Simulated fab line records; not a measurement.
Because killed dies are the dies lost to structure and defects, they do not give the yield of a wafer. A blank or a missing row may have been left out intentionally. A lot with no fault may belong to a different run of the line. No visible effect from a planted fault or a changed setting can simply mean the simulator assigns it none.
What tool caused it? | flow n5Finfet | 29 wafers from 10 lots sampled at 5 of the route's 1938 steps

WHAT THE GAUGES READ, wafer by wafer
N5_BEOL_M13_RS_MEAS_54: measurement is done with a four-point probe. Usual: M13_RS typically reads 0.0447 ohm/sq, with standard deviation 0.00062.
lot  | measured     | on           | M13_RS (ohm/sq)      | flag
L378 | day 11 17:02 | filmMetro-01 | 0.0444 0.0437 0.0445 | 
L381 | day 12 08:32 | filmMetro-02 | 0.0457 0.0451 0.0454 | 
L383 | day 12 19:22 | filmMetro-01 | 0.0453 0.0449 0.0454 | 
L384 | day 13 05:53 | filmMetro-01 | 0.0451 0.0441 0.0447 | 
L391 | day 14 19:43 | filmMetro-01 | 0.0445 0.0451 0.0449 | 
L393 | day 15 05:05 | filmMetro-01 | 0.0448 0.0450        | 
L397 | day 16 04:29 | filmMetro-01 | 0.0451 0.0433 0.0439 | 
L395 | day 16 06:11 | filmMetro-01 | 0.0440 0.0449 0.0450 | 
L398 | day 16 09:20 | filmMetro-02 | 0.0443 0.0453 0.0444 | 
L400 | day 16 23:10 | filmMetro-02 | 0.0450 0.0437 0.0440 | 

N5_BEOL_M14_OVL_MEAS_11. Usual: V13_OVL typically reads -3 nm, with standard deviation 6.9.
lot  | measured     | on         | V13_OVL (nm) | flag
L378 | day 11 17:45 | overlay-01 | 2 3 4        | 
L381 | day 12 09:07 | overlay-01 | -10 -1 -5    | 
L383 | day 12 19:58 | overlay-02 | -6 5 0       | 
L384 | day 13 06:29 | overlay-01 | -9 -3 7      | 
L391 | day 14 20:26 | overlay-01 | -2 -7 3      | 
L393 | day 15 05:41 | overlay-02 | 8 7          | 
L397 | day 16 05:12 | overlay-02 | -2 4 -1      | 
L395 | day 16 06:53 | overlay-01 | -15 -7 -7    | 
L398 | day 16 09:56 | overlay-01 | 7 2 9        | 
L400 | day 16 23:52 | overlay-01 | -4 1 -6      | 

N5_BEOL_M14_CD_MEAS_17 targets a cd of 250 nm. Usual: cdNm at 250.2 nm, with a standard deviation of 1.8.
lot  | measured     | on       | cdNm (nm)         | flag
L378 | day 11 18:17 | cdSem-02 | 251.2 250.8 252.8 | 
L381 | day 12 09:37 | cdSem-01 | 254.6 252.1 252.7 | 
L383 | day 12 20:27 | cdSem-02 | 251.2 247.9 246.8 | 
L384 | day 13 06:59 | cdSem-03 | 248.8 247.4 250.3 | 
L391 | day 14 21:25 | cdSem-01 | 251.0 249.2 249.6 | 
L393 | day 15 06:10 | cdSem-02 | 258.8 252.4       | OFF
L397 | day 16 05:46 | cdSem-02 | 249.8 248.2 250.2 | 
L395 | day 16 07:23 | cdSem-01 | 248.4 251.2 250.4 | 
L398 | day 16 10:25 | cdSem-02 | 250.6 248.9 249.6 | 
L400 | day 17 00:22 | cdSem-02 | 250.2 252.3 248.4 | 

TOOL THAT RAN EACH LOT (tool first, then ch and the chambers of the sampled wafers, then the start)
lot  | N5_BEOL_M14_ETCH_59               | N5_BEOL_M14_STRIP_63
L378 | rieDiel-03 ch 1,3, day 11 17:51   | rieDiel-03 ch 1,3, day 11 18:17 or earlier
L381 | rieDiel-02 ch 0,1,3, day 12 09:13 | rieDiel-02 ch 0,1,3, day 12 09:37 or earlier
L383 | rieDiel-03 ch 0,1, day 12 20:03   | rieDiel-03 ch 0,1, day 12 20:27 or earlier
L384 | rieDiel-03 ch 0,2,3, day 13 06:35 | rieDiel-03 ch 0,2,3, day 13 06:59 or earlier
L391 | rieDiel-02 ch 0,2, day 14 20:50   | rieDiel-02 ch 0,2, day 14 21:25 or earlier
L393 | rieDiel-03 ch 2,3, day 15 05:46   | rieDiel-03 ch 2,3, day 15 06:10 or earlier
L397 | rieDiel-06 ch 0,1,3, day 16 05:22 | rieDiel-06 ch 0,1,3, day 16 05:46 or earlier
L395 | rieDiel-02 ch 0,1,2, day 16 06:59 | rieDiel-02 ch 0,1,2, day 16 07:23 or earlier
L398 | rieDiel-02 ch 0,2,3, day 16 10:01 | rieDiel-02 ch 0,2,3, day 16 10:25 or earlier
L400 | rieDiel-02 ch 0,1,3, day 16 23:58 | rieDiel-02 ch 0,1,3, day 17 00:22 or earlier
- N5_BEOL_M14_ETCH_59: etches BARC in N2/H2, target depth 89 nm, overetch 26.7 nm, time 67.9 s.
- N5_BEOL_M14_STRIP_63: strips in O2.

AS READ BY THE TOOLS THEMSELVES (means over the sampled wafers that have a number; for cases with no such wafer, the mark the record gives instead)
N5_BEOL_M14_ETCH_59. Usual: biasW 150.0 W, standard deviation 0.44; drypumpMotorCurrentA 5.64 A, standard deviation 0.27; oesProductAu 0.69 a.u., standard deviation 0.09; rfVppV 523.7 V, standard deviation 2.4; showerheadPlenumPTorr 2.54 Torr, standard deviation 0.084; throttleValvePct 17.9 %, standard deviation 0.3.
lot  | tool       | biasW (W) | drypumpMotorCurrentA (A) | oesProductAu (a.u.) | rfVppV (V) | showerheadPlenumPTorr (Torr) | throttleValvePct (%) | flag
L378 | rieDiel-03 | 150.0     | 5.50                     | 0.63                | 526.2      | 2.64                         | 18.0                 | 
L381 | rieDiel-02 | 149.8     | 5.68                     | 0.60                | 524.5      | 2.53                         | 18.1                 | 
L383 | rieDiel-03 | 150.2     | 5.47                     | 0.61                | 522.2      | 2.50                         | 18.1                 | 
L384 | rieDiel-03 | 150.1     | 5.86                     | 0.71                | 523.1      | 2.54                         | 17.9                 | 
L391 | rieDiel-02 | 149.9     | 5.44                     | 0.78                | 523.4      | 2.49                         | 17.5                 | 
L393 | rieDiel-03 | 149.9     | 6.01                     | 0.72                | 524.8      | 2.58                         | 17.8                 | 
L397 | rieDiel-06 | 149.7     | 5.48                     | 0.65                | 522.3      | 2.51                         | 17.9                 | 
L395 | rieDiel-02 | 149.8     | 5.63                     | 0.77                | 523.2      | 2.52                         | 17.6                 | 
L398 | rieDiel-02 | 150.2     | 5.51                     | 0.77                | 522.1      | 2.48                         | 17.7                 | 
L400 | rieDiel-02 | 150.1     | 5.68                     | 0.78                | 523.3      | 2.52                         | 17.8                 | 

N5_BEOL_M14_STRIP_63. Usual: drypumpMotorCurrentA 5.63 A, standard deviation 0.28; oesProductAu 0.81 a.u., standard deviation 0.11; rfVppV 3.6 V, standard deviation 0.93; showerheadPlenumPTorr 2.09 Torr, standard deviation 0.075; throttleValvePct 16.62 %, standard deviation 0.29.
lot  | tool       | drypumpMotorCurrentA (A) | oesProductAu (a.u.) | rfVppV (V) | showerheadPlenumPTorr (Torr) | throttleValvePct (%) | flag
L378 | rieDiel-03 | 5.50                     | 0.73                | 3.5        | 2.18                         | 16.73                | 
L381 | rieDiel-02 | 5.67                     | 0.69                | 3.2        | 2.10                         | 17.00                | 
L383 | rieDiel-03 | 5.46                     | 0.72                | 4.3        | 2.04                         | 16.71                | 
L384 | rieDiel-03 | 5.86                     | 0.85                | 4.0        | 2.09                         | 16.54                | 
L391 | rieDiel-02 | 5.45                     | 0.93                | 3.8        | 2.05                         | 16.27                | 
L393 | rieDiel-03 | 6.02                     | 0.85                | 3.8        | 2.13                         | 16.48                | 
L397 | rieDiel-06 | 5.48                     | 0.78                | 3.8        | 2.07                         | 16.72                | 
L395 | rieDiel-02 | 5.61                     | 0.91                | 3.7        | 2.08                         | 16.41                | 
L398 | rieDiel-02 | 5.53                     | 0.92                | 3.4        | 2.05                         | 16.50                | 
L400 | rieDiel-02 | 5.65                     | 0.92                | 3.9        | 2.08                         | 16.63                | 

THE ANSWER, worked out from the rows above alone
Rule: lot off if the mean of its wafers having a number is beyond 3 standard deviations from the usual mean. Also off: a lot with no number at a reading for which 4 or more lots have one. Where the step has rows for the other lots, those lots are counted as sound. Order of review: gauges by route order, followed by the tools' own readings, for which a lot's mean as printed above is used. At the first step where some lot is off, the reading lying furthest off is the one used; lots without a number count as furthest.
Off, at N5_BEOL_M14_CD_MEAS_17 on cdNm: L393.
A tool fits if, at a process step before that reading, it ran every lot that is off, and no sound lot after the first of them. Gauges at N5_BEOL_M14_CD_MEAS_17: tried the same way as those tools. Because N5_BEOL_M14_STRIP_63 lacks a start for some lots, the hours and order of its lots are taken from N5_BEOL_M14_CD_MEAS_17. One fits: rieDiel-03 at N5_BEOL_M14_ETCH_59 and N5_BEOL_M14_STRIP_63. At N5_BEOL_M14_ETCH_59 its last sound lot is L384 (day 13 06:35), its first lot that is off L393 (day 15 05:46): a fault that began between those two fits.

WHAT WAS PUT IN BY THE SIMULATOR
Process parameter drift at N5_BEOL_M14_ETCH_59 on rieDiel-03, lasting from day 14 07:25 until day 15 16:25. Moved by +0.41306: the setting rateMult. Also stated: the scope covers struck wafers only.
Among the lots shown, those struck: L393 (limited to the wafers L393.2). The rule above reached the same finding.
